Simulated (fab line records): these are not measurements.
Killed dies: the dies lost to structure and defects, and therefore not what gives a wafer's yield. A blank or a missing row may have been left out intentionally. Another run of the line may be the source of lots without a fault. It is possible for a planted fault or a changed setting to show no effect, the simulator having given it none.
Chamber matching || flow n5 finfet || rie diel-01 running N5_FIN_SAQP_HM_OPEN_73: 4 sister chambers
The step chemistry CHF3/O2, target SiO2, stops on a-Si, target depth 12 nm, time 16.8 s. 4 wafers are shown with their chamber, then 7 later ones without.

## WAFERS WITH THEIR CHAMBER
{"wafer": "L076.1", "chamber": 2, "showerhead plenum p Torr (Torr)": 2.29}
{"wafer": "L078.5", "chamber": 3, "showerhead plenum p Torr (Torr)": 2.51}
{"wafer": "L080.1", "chamber": 1, "showerhead plenum p Torr (Torr)": 2.31}
{"wafer": "L080.2", "chamber": 0, "showerhead plenum p Torr (Torr)": 2.49}

## WAFERS WITH NO CHAMBER GIVEN
{"wafer": "L080.4", "showerhead plenum p Torr (Torr)": 2.29}
{"wafer": "L088.1", "showerhead plenum p Torr (Torr)": 2.48}
{"wafer": "L088.3", "showerhead plenum p Torr (Torr)": 2.50}
{"wafer": "L088.6", "showerhead plenum p Torr (Torr)": 2.31}
{"wafer": "L091.2", "showerhead plenum p Torr (Torr)": 2.48}
{"wafer": "L091.3", "showerhead plenum p Torr (Torr)": 2.50}
{"wafer": "L091.5", "showerhead plenum p Torr (Torr)": 2.48}

## THE CHAMBER EACH PASSED THROUGH
{"wafer": "L080.4", "from the rows above": 2, "in truth": 2}
{"wafer": "L088.1", "from the rows above": 0, "in truth": 0}
{"wafer": "L088.3", "from the rows above": "can't be placed: 0 or 3", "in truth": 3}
{"wafer": "L088.6", "from the rows above": 1, "in truth": 1}
{"wafer": "L091.2", "from the rows above": 0, "in truth": 0}
{"wafer": "L091.3", "from the rows above": "can't be placed: 0 or 3", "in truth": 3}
{"wafer": "L091.5", "from the rows above": 0, "in truth": 0}
Placed correctly: 5 of 7. Unplaceable from these rows: 2, with the true chamber sitting among the candidates in 2. Number placed wrongly: 0.
How it was worked out, from the rows above alone: a wafer's distance from a chamber is the root of the sum, over the readings, of the square of ((its reading less the chamber's mean) divided by the reading's scatter). The wafer belongs to the nearest chamber; if the next one is less than 2 further off, it can't be placed. The mean given for a chamber averages the wafers shown for that chamber. The scatter: root of mean squared gap, hidden wafer to nearest shown wafer, with one shown wafer a chamber.
